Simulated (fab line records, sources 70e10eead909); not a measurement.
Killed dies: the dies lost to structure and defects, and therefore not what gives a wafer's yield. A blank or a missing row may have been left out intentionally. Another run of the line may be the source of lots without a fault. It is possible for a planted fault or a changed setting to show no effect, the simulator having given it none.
Chamber matching / flow nandHarc / rieDiel-10 running NHARC_A_STAIRCASE_ETCH_292: 4 sister chambers
The step etches the open film in CF4/CHF3. 14 wafers are shown with their chamber, then 7 later ones without.

== WAFERS WITH THEIR CHAMBER ==
wafer=L078.1; chamber=1; drypumpMotorCurrentA (A)=6.7; showerheadPlenumPTorr (Torr)=1.53; rfVppV (V)=368.5
wafer=L078.4; chamber=2; drypumpMotorCurrentA (A)=6.3; showerheadPlenumPTorr (Torr)=1.61; rfVppV (V)=372.0
wafer=L078.5; chamber=2; drypumpMotorCurrentA (A)=6.3; showerheadPlenumPTorr (Torr)=1.61; rfVppV (V)=373.0
wafer=L079.1; chamber=1; drypumpMotorCurrentA (A)=6.7; showerheadPlenumPTorr (Torr)=1.53; rfVppV (V)=369.5
wafer=L079.3; chamber=0; drypumpMotorCurrentA (A)=5.4; showerheadPlenumPTorr (Torr)=1.62; rfVppV (V)=373.6
wafer=L079.5; chamber=0; drypumpMotorCurrentA (A)=5.4; showerheadPlenumPTorr (Torr)=1.62; rfVppV (V)=371.8
wafer=L090.1; chamber=2; drypumpMotorCurrentA (A)=6.3; showerheadPlenumPTorr (Torr)=1.60; rfVppV (V)=372.4
wafer=L090.3; chamber=3; drypumpMotorCurrentA (A)=5.2; showerheadPlenumPTorr (Torr)=1.51; rfVppV (V)=369.4
wafer=L090.6; chamber=3; drypumpMotorCurrentA (A)=5.2; showerheadPlenumPTorr (Torr)=1.51; rfVppV (V)=368.9
wafer=L091.4; chamber=2; drypumpMotorCurrentA (A)=6.2; showerheadPlenumPTorr (Torr)=1.60; rfVppV (V)=371.3
wafer=L091.5; chamber=3; drypumpMotorCurrentA (A)=5.2; showerheadPlenumPTorr (Torr)=1.51; rfVppV (V)=368.6
wafer=L091.6; chamber=2; drypumpMotorCurrentA (A)=6.3; showerheadPlenumPTorr (Torr)=1.60; rfVppV (V)=372.1
wafer=L095.1; chamber=2; drypumpMotorCurrentA (A)=6.2; showerheadPlenumPTorr (Torr)=1.60; rfVppV (V)=372.1
wafer=L095.2; chamber=1; drypumpMotorCurrentA (A)=6.7; showerheadPlenumPTorr (Torr)=1.52; rfVppV (V)=369.9

SIGNATURES, as means of the wafers listed above
reading=drypumpMotorCurrentA; chamber 0=5.400; chamber 1=6.700; chamber 2=6.267; chamber 3=5.200; scatter within a chamber=0.0365
reading=showerheadPlenumPTorr; chamber 0=1.6200; chamber 1=1.5267; chamber 2=1.6033; chamber 3=1.5100; scatter within a chamber=0.00447
reading=rfVppV; chamber 0=372.700; chamber 1=369.300; chamber 2=372.150; chamber 3=368.967; scatter within a chamber=0.672
Rule: for each reading, subtract the chamber's mean from the wafer's reading, divide by that reading's scatter and square the result; add these up over the readings and take the root, which gives the wafer's distance from the chamber. If the next closest chamber is less than 2 further off than the closest, the wafer can't be placed; otherwise it belongs to the closest. The scatter: take each reading less its chamber's mean, square it, sum over the shown wafers, divide by the number of wafers less the number of chambers, and take the root.

== WAFERS WITHOUT THEIR CHAMBER ==
wafer=L095.6; drypumpMotorCurrentA (A)=6.7; showerheadPlenumPTorr (Torr)=1.52; rfVppV (V)=369.5
wafer=L094.2; drypumpMotorCurrentA (A)=6.2; showerheadPlenumPTorr (Torr)=1.60; rfVppV (V)=371.8
wafer=L094.3; drypumpMotorCurrentA (A)=6.7; showerheadPlenumPTorr (Torr)=1.52; rfVppV (V)=368.8
wafer=L094.4; drypumpMotorCurrentA (A)=5.1; showerheadPlenumPTorr (Torr)=1.51; rfVppV (V)=367.7
wafer=L097.2; drypumpMotorCurrentA (A)=6.2; showerheadPlenumPTorr (Torr)=1.60; rfVppV (V)=371.5
wafer=L097.5; drypumpMotorCurrentA (A)=6.2; showerheadPlenumPTorr (Torr)=1.60; rfVppV (V)=371.6
wafer=L097.6; drypumpMotorCurrentA (A)=5.4; showerheadPlenumPTorr (Torr)=1.61; rfVppV (V)=372.5

== WHICH CHAMBER EACH ONE RAN IN ==
wafer=L095.6; from the rows above=1; in truth=1
wafer=L094.2; from the rows above=2; in truth=2
wafer=L094.3; from the rows above=1; in truth=1
wafer=L094.4; from the rows above=3; in truth=3
wafer=L097.2; from the rows above=2; in truth=2
wafer=L097.5; from the rows above=2; in truth=2
wafer=L097.6; from the rows above=0; in truth=0
Correct placement for 7 of the 7. Not placeable from these rows: 0. Placed wrongly: 0.
